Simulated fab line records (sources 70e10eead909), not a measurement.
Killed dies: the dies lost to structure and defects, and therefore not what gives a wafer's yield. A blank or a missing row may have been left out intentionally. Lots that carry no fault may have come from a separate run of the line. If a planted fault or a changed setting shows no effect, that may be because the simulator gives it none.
Chamber matching | flow nand-harc | 3 sister chambers for NHARC_A_ONON_D1_DEP_33 on pecvd-02
The step deposits SiO2, target thk 200 nm. 3 wafers are shown with their chamber, then 8 later ones without.

WAFERS, EACH WITH ITS CHAMBER
wafer  | chamber | throttle-valve-pct (%)
L771.1 | 1       | 16.0
L774.4 | 2       | 17.3
L776.2 | 0       | 16.8

WAFERS MISSING THEIR CHAMBER
wafer  | throttle-valve-pct (%)
L776.4 | 16.9
L776.6 | 17.3
L777.3 | 16.7
L777.4 | 16.5
L777.5 | 16.6
L778.2 | 17.3
L778.4 | 17.5
L778.6 | 16.0

THE CHAMBER EACH PASSED THROUGH
wafer  | from the rows above     | in truth
L776.4 | can't be placed: 0 or 2 | 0
L776.6 | 2                       | 2
L777.3 | 0                       | 0
L777.4 | can't be placed: 0 or 1 | 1
L777.5 | 0                       | 0
L778.2 | 2                       | 2
L778.4 | 2                       | 2
L778.6 | 1                       | 1
Placed correctly: 6 of 8. Can't be placed from these rows: 2 (the true chamber is among the candidates in 2). Wrongly placed: 0.
How it was worked out, from the rows above alone: a wafer's distance from a chamber is the root of the sum, over the readings, of the square of ((its reading less the chamber's mean) divided by the reading's scatter). If the next closest chamber is less than 2 further off than the closest, the wafer can't be placed; otherwise it belongs to the closest. A chamber's mean is the mean of its shown wafers. The scatter: with one shown wafer a chamber, the root of the mean of the squares of how far each hidden wafer lies from its nearest shown one.
